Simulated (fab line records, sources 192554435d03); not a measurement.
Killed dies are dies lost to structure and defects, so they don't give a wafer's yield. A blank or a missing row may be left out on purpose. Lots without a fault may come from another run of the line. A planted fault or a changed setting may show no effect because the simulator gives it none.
Which tool did it? | flow n5_finfet | 12 lots, 36 wafers sampled, at 1 step of a route of 1938

WHAT THE GAUGES READ, wafer by wafer
N5_BEOL_M15_INSPECT_12: inspects for defects (macro).
lot  | measured     | on                | raw_defect_count
L074 | day 12 05:37 | defect_inspect-01 | 2 1 2
L077 | day 12 17:53 | defect_inspect-02 | 5 1 1
L079 | day 13 07:05 | defect_inspect-01 | 2 0 1
L081 | day 13 14:49 | defect_inspect-01 | 1 2 1
L084 | day 14 08:26 | defect_inspect-02 | 2 2 3
L085 | day 14 12:24 | defect_inspect-02 | 3 2 1
L087 | day 14 20:51 | defect_inspect-01 | 4 1 1
L088 | day 15 14:13 | defect_inspect-02 | 1 0 2
L091 | day 15 18:11 | defect_inspect-02 | 5 5 4
L093 | day 15 21:54 | defect_inspect-02 | 0 2 1
L095 | day 16 23:41 | defect_inspect-01 | 5 2 4
L097 | day 17 05:57 | defect_inspect-01 | 4 2 3

WHICH TOOL RAN EACH LOT (tool, then ch and the chambers of the sampled wafers, then the start)
The record holds no process step before these readings.

THE ANSWER, worked out from the rows above alone
Rule: what is usual is taken from the lots themselves. Put in order of their means at a reading, lots are off if they are a third of the lots or fewer, leave a main group of 4 or more, and stand apart from it by a gap of 3 or more times the standard deviation of the main group's means; of several such gaps the widest counts. A main group whose means are all the same, to the digits that the tables above print for the reading, isn't used. A lot without any number at a reading at which 4 lots or more have one is off too. The other lots that the step has rows for count as sound.
No lot is off at any reading shown: from this, nothing can be told.

WHAT THE SIMULATOR HAD PUT IN
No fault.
